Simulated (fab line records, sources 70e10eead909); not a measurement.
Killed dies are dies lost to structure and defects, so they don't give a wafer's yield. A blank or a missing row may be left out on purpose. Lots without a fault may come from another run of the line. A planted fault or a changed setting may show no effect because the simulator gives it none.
A struck lot beside a sound one | flow nand_harc | 14 steps out of a route of 1159
Sound: wafers L134.1, L134.3, L134.5. Struck: wafers L129.1, L129.2, L129.5. The cause comes at the end.
At each step with rows: each side's tool, then ch and its chambers, then its first start. Under that, the readings that differ: sound wafers | struck wafers | difference of the means | sigmas: that difference in standard deviations of wafers without a fault.
alike: readings whose means differ by less than 2 such deviations, and words and numbers that are the same on both sides. not compared: withheld readings, readings that some wafer has no value for, bounds like >300 that may hide the same value, and numbers for which the record gives no deviation and whose values overlap.
The two part at a step that has a row with sigmas, a row that says differs or no value, or rows on one side only. Numbers that don't overlap but have no deviation are shown without sigmas and don't part them. A reading that every wafer of one side lacks parts them only if that side has two wafers or more.

first, 1 step without rows for these wafers: NHARC_A_CONTACT_DEVELOP_41 (develop time 35 s).
NHARC_A_CONTACT_CD_MEAS_42: target cd 200 nm.
  sound on cd_sem-03 ch 0, day 20 20:44; struck on cd_sem-03 ch 0, day 18 22:26
  alike: cd_nm
NHARC_A_CONTACT_OVL_MEAS_43:
  sound on overlay-02, day 20 20:49; struck on overlay-02, day 18 22:32
  alike: overlay_x_nm, overlay_y_nm
NHARC_A_CONTACT_INSPECT_44:
  sound on defect_inspect-01, day 20 20:51; struck on defect_inspect-01, day 18 22:34
  alike: raw_defect_count
then, 2 steps without rows for these wafers: NHARC_A_CONTACT_DESCUM_47 (chemistry O2, time 3 s); NHARC_A_CONTACT_ETCH_48 (etches the open film in CF4, target depth 39 nm, time 65 s).
NHARC_A_CONTACT_ETCH_49: etches the open film in N2/H2, target depth 260 nm, time 475.3 s.
  sound on rie_diel-01 ch 1,2,3; struck on rie_diel-03 ch 1,2,3
  reading                     | sound       | struck      | difference | sigmas
  drypump_motor_current_A (A) | 6.2 6.1 5.6 | 4.7 5.3 5.2 | -0.9       | -2
  alike: bias_w, chamber_pressure_mTorr, n2_flow_sccm, oes_product_au, rf_vpp_V, showerhead_plenum_p_Torr, throttle_valve_pct
  not compared: rf_hours_counter_h
NHARC_A_CONTACT_ETCH_50: etches the open film in CF4/CHF3, target depth 84.7 nm, time 42.4 s.
  sound on rie_diel-01 ch 1,2,3; struck on rie_diel-03 ch 1,3
  alike: bias_w, cf4_flow_sccm, drypump_motor_current_A, oes_product_au, rf_vpp_V, showerhead_plenum_p_Torr, throttle_valve_pct
  not compared: rf_hours_counter_h
NHARC_A_CONTACT_ETCH_51: etches the open film in O2/COS, target depth 3600 nm, time 936 s.
  sound on rie_diel-01 ch 1,3; struck on rie_diel-03 ch 1,2,3
  reading                     | sound       | struck      | difference | sigmas
  drypump_motor_current_A (A) | 6.1 6.2 6.0 | 5.2 4.7 5.3 | -1.0       | -2
  alike: bias_w, chamber_pressure_mTorr, cos_flow_sccm, oes_product_au, rf_vpp_V, showerhead_plenum_p_Torr, throttle_valve_pct
  not compared: rf_hours_counter_h
NHARC_A_CONTACT_ETCH_111: etches the open film in C4F8/O2/Ar, time 140 s, target depth 700 nm.
  sound on har_cap_etch-02 ch 0,1, day 20 22:11; struck on har_cap_etch-02 ch 0,1, day 19 01:57
  alike: chamber_pressure_mTorr, oes_air_line_au
  not compared: rf_hours_counter_h
then, 2 steps without rows for these wafers: NHARC_A_CONTACT_ETCH_112 (etches the open film in C4F8/O2/Ar, time 94 s, target depth 922 nm); NHARC_A_CONTACT_ETCH_113 (etches the open film in C4F8/O2/Ar, time 94 s, target depth 922 nm).
NHARC_A_CONTACT_ETCH_114: etches the open film in C4F8/O2/Ar, time 94 s, target depth 922 nm.
  sound on har_cap_etch-02 ch 0,1, day 20 22:33; struck on har_cap_etch-02 ch 0,1, day 19 02:20
  no value came back on the struck wafers for chamber_pressure_mTorr (mTorr), oes_air_line_au (a.u.); on the sound wafers chamber_pressure_mTorr (mTorr) reads 19.990 20.006 19.985
  not compared: rf_hours_counter_h
NHARC_A_CONTACT_ETCH_115: etches the open film in C4F8/O2/Ar, time 94 s, target depth 922 nm.
  sound on har_cap_etch-02 ch 0,1, day 20 22:39; struck on har_cap_etch-02 ch 0,1, day 19 02:25
  alike: chamber_pressure_mTorr, oes_air_line_au
  not compared: rf_hours_counter_h

WHERE THEY PART
First at NHARC_A_CONTACT_ETCH_49; last, within this record, at NHARC_A_CONTACT_ETCH_114. Later steps at which nothing parts them and some readings are alike: NHARC_A_CONTACT_ETCH_115.

WHY: what the simulator had put in
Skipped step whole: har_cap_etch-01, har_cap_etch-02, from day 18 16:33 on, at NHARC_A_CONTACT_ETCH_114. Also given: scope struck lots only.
